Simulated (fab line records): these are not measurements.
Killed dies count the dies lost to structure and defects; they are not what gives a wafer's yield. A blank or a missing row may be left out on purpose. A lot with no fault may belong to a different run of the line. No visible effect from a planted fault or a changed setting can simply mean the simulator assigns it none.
Matching of chambers :: flow n5-finfet :: rie-diel-03 running N5_BEOL_M5_ETCH_72: 4 sister chambers
The step etches underlayer in N2/H2, target depth 6.5 nm, time 5.2 s. 4 wafers are shown with their chamber, then 10 later ones without.

## WAFERS PAIRED WITH THEIR CHAMBERS
wafer: L084.3
chamber: 2
showerhead-plenum-p-Torr (Torr): 2.54

wafer: L089.5
chamber: 0
showerhead-plenum-p-Torr (Torr): 2.44

wafer: L092.1
chamber: 3
showerhead-plenum-p-Torr (Torr): 2.59

wafer: L092.4
chamber: 1
showerhead-plenum-p-Torr (Torr): 2.64

## WAFERS WITHOUT THEIR CHAMBER
wafer: L092.6
showerhead-plenum-p-Torr (Torr): 2.59

wafer: L093.3
showerhead-plenum-p-Torr (Torr): 2.43

wafer: L093.4
showerhead-plenum-p-Torr (Torr): 2.58

wafer: L093.6
showerhead-plenum-p-Torr (Torr): 2.43

wafer: L095.1
showerhead-plenum-p-Torr (Torr): 2.43

wafer: L095.2
showerhead-plenum-p-Torr (Torr): 2.58

wafer: L095.4
showerhead-plenum-p-Torr (Torr): 2.64

wafer: L094.1
showerhead-plenum-p-Torr (Torr): 2.64

wafer: L094.2
showerhead-plenum-p-Torr (Torr): 2.54

wafer: L094.6
showerhead-plenum-p-Torr (Torr): 2.64

## WHICH CHAMBER EACH WENT THROUGH
wafer: L092.6
from the rows above: 3
in truth: 3

wafer: L093.3
from the rows above: 0
in truth: 0

wafer: L093.4
from the rows above: 3
in truth: 3

wafer: L093.6
from the rows above: 0
in truth: 0

wafer: L095.1
from the rows above: 0
in truth: 0

wafer: L095.2
from the rows above: 3
in truth: 3

wafer: L095.4
from the rows above: 1
in truth: 1

wafer: L094.1
from the rows above: 1
in truth: 1

wafer: L094.2
from the rows above: 2
in truth: 2

wafer: L094.6
from the rows above: 1
in truth: 1
Correct placement for 10 of the 10. Number that these rows cannot place: 0. Placed wrongly: 0.
How it was worked out, from the rows above alone: a wafer's distance from a chamber is the root of the sum, over the readings, of the square of ((its reading less the chamber's mean) divided by the reading's scatter). The wafer belongs to the nearest chamber; if the next one is less than 2 further off, it can't be placed. A chamber's mean is the mean of its shown wafers. The scatter: root of mean squared gap, hidden wafer to nearest shown wafer, with one shown wafer a chamber.
